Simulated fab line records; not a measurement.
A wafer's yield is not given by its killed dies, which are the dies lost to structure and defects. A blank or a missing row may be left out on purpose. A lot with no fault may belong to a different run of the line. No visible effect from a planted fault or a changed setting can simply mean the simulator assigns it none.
Code-filled problem report in 8D (eight disciplines) form -- flow n5Finfet -- the parts of the form that need people (team, actions taken, sign-off) are left out

1. THE PROBLEM
At N5_BEOL_M0_SAQP_ETCH_102, oesProductAu averages 1.195 a.u. over 3 wafers from 2 lots, while fault-free wafers read 0.990 a.u., standard deviation 0.023. That puts it +8.9 standard deviations away from the usual mean.
The step: etches SiO2 in CF4, target depth 4 nm, time 4.4 s.
First seen on wafer L833.3, day 7 07:43, on rieSi-03. At this step, 29 wafers from 10 lots have a number in the record. The rule behind "out" and "out of limits": a value lying over 4 standard deviations away from the usual mean. The other wafers with a number count as sound.

2. WHAT THIS IS AND IS NOT
question,is,is not
which readings at this step,oesProductAu,"drypumpMotorCurrentA, heBacksideLeakSccm, throttleValvePct"
which lots,"L833, L834","L827, L829, L843, L846, L847, L848, L849, L850"
which wafers of those lots,"L833.3, L834.3, L834.6","L833.2, L833.4"
read on which tools,rieSi-03,"rieSi-02, rieSi-05"
when,from day 7 07:43,"up to then (8 sound wafers); but 18 sound wafers of L843, L846, L847, L848, L849, L850 came after"

3. WHAT RULES OUT EACH SUSPECT
Counting: if a tool at a process step up to the reading ran every lot that is out, it stays a suspect. Sound lots after the first of them don't rule it out here, since some wafers of a struck lot are sound.
- rieSi-03 at N5_BEOL_M0_SAQP_ETCH_102 (etches SiO2 in CF4, target depth 4 nm, time 4.4 s): kept. It ran every lot that is out, first L833 (day 7 07:43). Out on those wafers are its own readings of oesProductAu.
Left after counting: rieSi-03 at N5_BEOL_M0_SAQP_ETCH_102.

4. THE CAUSE (what the simulator had put in)
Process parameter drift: rieSi-03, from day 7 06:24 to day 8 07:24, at N5_BEOL_M0_SAQP_ETCH_102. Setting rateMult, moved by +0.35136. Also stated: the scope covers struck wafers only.
After counting, this tool was the only one left.

5. THE EFFECT CHAIN, in route order
Rows list readings where the struck wafers' mean (over those with a number) sits beyond 3 standard deviations from the usual. Readings are gone through only where the record gives a usual standard deviation; hours: the median, over the lots, of the time from a lot's start at the first step in this table giving one to that lot's start at this step; sigmas: the change measured in usual standard deviations.
hours,step,reading,usual,on struck wafers,change,sigmas
0,N5_BEOL_M0_SAQP_ETCH_102,oesProductAu,0.990 a.u.,1.195,+0.205,+8.9
Its process steps:
- N5_BEOL_M0_SAQP_ETCH_102: etches SiO2 in CF4, target depth 4 nm, time 4.4 s.
At these later measuring or inspecting steps, every struck wafer for which the step has a row has a number for every such reading, and none has moved that far: N5_BEOL_M4_RC_MEAS_101.

6. HOW IT WOULD HAVE BEEN CAUGHT EARLIER
In this record the first reading out of limits was taken at day 7 07:43, 1 hour after the fault began at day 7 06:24.
